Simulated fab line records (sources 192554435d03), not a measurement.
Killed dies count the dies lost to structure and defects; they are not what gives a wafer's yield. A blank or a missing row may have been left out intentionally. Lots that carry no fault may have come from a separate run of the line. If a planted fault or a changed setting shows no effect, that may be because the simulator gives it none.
Chamber matching ; flow n5_finfet ; N5_BEOL_M5_STRIP_64 on rie_diel-06: 4 sister chambers
The step strips in CF4. 4 wafers are shown with their chamber, then 9 later ones without.

WAFERS WITH THEIR CHAMBER
wafer;chamber;showerhead_plenum_p_Torr (Torr)
L075.6;1;1.79
L087.1;2;1.85
L087.5;0;1.73
L087.6;3;1.85

WAFERS WHOSE CHAMBER IS MISSING
wafer;showerhead_plenum_p_Torr (Torr)
L092.4;1.78
L092.5;1.85
L092.6;1.78
L095.1;1.85
L095.3;1.78
L095.5;1.78
L097.1;1.84
L097.3;1.84
L097.5;1.84

WHICH CHAMBER EACH WENT THROUGH
wafer;from the rows above;in truth
L092.4;1;1
L092.5;can't be placed: 2 or 3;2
L092.6;1;1
L095.1;can't be placed: 2 or 3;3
L095.3;1;1
L095.5;1;1
L097.1;can't be placed: 2 or 3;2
L097.3;can't be placed: 2 or 3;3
L097.5;can't be placed: 2 or 3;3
Correct placement for 4 of the 9. Not placeable from these rows: 5 (in 5, the candidates include the true chamber). Number placed wrongly: 0.
How it was worked out, from the rows above alone: a wafer's distance from a chamber is the root of the sum, over the readings, of the square of ((its reading less the chamber's mean) divided by the reading's scatter). If the next closest chamber is less than 2 further off than the closest, the wafer can't be placed; otherwise it belongs to the closest. Each chamber's mean is taken over the wafers shown for it. The scatter: root of mean squared gap, hidden wafer to nearest shown wafer, with one shown wafer a chamber.
